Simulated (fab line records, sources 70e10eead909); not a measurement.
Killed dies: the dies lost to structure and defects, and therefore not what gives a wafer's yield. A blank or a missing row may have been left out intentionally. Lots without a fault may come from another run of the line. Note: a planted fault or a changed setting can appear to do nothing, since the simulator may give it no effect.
Chamber matching ; flow nand_harc ; rie_diel-12 running NHARC_A_ZERO_WELL_DESCUM_12: 4 sister chambers
The step chemistry O2, time 3 s. 4 wafers are shown with their chamber, then 8 later ones without.

== EACH WAFER AND ITS CHAMBER ==
wafer;chamber;showerhead_plenum_p_Torr (Torr)
L090.3;1;1.90
L090.4;0;1.85
L090.5;2;1.80
L091.1;3;1.99

== WAFERS WITH NO CHAMBER GIVEN ==
wafer;showerhead_plenum_p_Torr (Torr)
L091.2;1.85
L091.6;1.99
L095.1;1.99
L095.3;1.79
L095.5;1.90
L096.1;1.89
L096.2;1.99
L096.4;1.79

== WHICH CHAMBER EACH ONE RAN IN ==
wafer;from the rows above;in truth
L091.2;0;0
L091.6;3;3
L095.1;3;3
L095.3;2;2
L095.5;1;1
L096.1;1;1
L096.2;3;3
L096.4;2;2
8 of 8 placed correctly. Left unplaced by these rows: 0. Wrongly placed: 0.
How it was worked out, from the rows above alone: a wafer's distance from a chamber is the root of the sum, over the readings, of the square of ((its reading less the chamber's mean) divided by the reading's scatter). If the next closest chamber is less than 2 further off than the closest, the wafer can't be placed; otherwise it belongs to the closest. Each chamber's mean is taken over the wafers shown for it. The scatter: root of mean squared gap, hidden wafer to nearest shown wafer, with one shown wafer a chamber.
